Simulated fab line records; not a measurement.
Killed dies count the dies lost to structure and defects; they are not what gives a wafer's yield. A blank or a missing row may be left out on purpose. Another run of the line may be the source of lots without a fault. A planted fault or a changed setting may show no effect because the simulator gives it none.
Chamber matching | flow n5Finfet | cvdCo-02 running N5_BEOL_M4_CO_CAP_55: 3 sister chambers
The step material Co, precursor CCTBA/H2, target thk 2 nm, time 102.1 s. 6 wafers are shown with their chamber, then 12 later ones without.

== WAFERS PAIRED WITH THEIR CHAMBERS ==
wafer  | chamber | heaterPowerW (W)
L083.5 | 1       | 269
L087.4 | 1       | 264
L087.6 | 0       | 219
L088.1 | 0       | 220
L088.2 | 2       | 208
L088.4 | 2       | 208

== WAFERS WHOSE CHAMBER IS MISSING ==
wafer  | heaterPowerW (W)
L090.2 | 264
L090.3 | 205
L090.6 | 211
L094.1 | 219
L094.2 | 213
L094.3 | 213
L091.1 | 204
L091.3 | 211
L091.6 | 215
L097.1 | 217
L097.2 | 222
L097.5 | 209

== EACH ONE'S CHAMBER ==
wafer  | from the rows above     | in truth
L090.2 | 1                       | 1
L090.3 | 2                       | 2
L090.6 | 2                       | 2
L094.1 | 0                       | 0
L094.2 | can't be placed: 2 or 0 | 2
L094.3 | can't be placed: 2 or 0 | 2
L091.1 | 2                       | 2
L091.3 | 2                       | 2
L091.6 | can't be placed: 0 or 2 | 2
L097.1 | 0                       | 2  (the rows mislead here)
L097.2 | 0                       | 0
L097.5 | 2                       | 2
8 of 12 placed correctly. Cannot be placed on the basis of these rows: 3; the candidates contain the true chamber in 3. 1 placed wrongly.
How it was worked out, from the rows above alone: a wafer's distance from a chamber is the root of the sum, over the readings, of the square of ((its reading less the chamber's mean) divided by the reading's scatter). The wafer belongs to the nearest chamber; if the next one is less than 2 further off, it can't be placed. For every chamber, the mean is computed from those of its wafers that are shown. The scatter: the root of (the sum of the squares of (reading less its chamber's mean) over the shown wafers, divided by (wafers less chambers)).
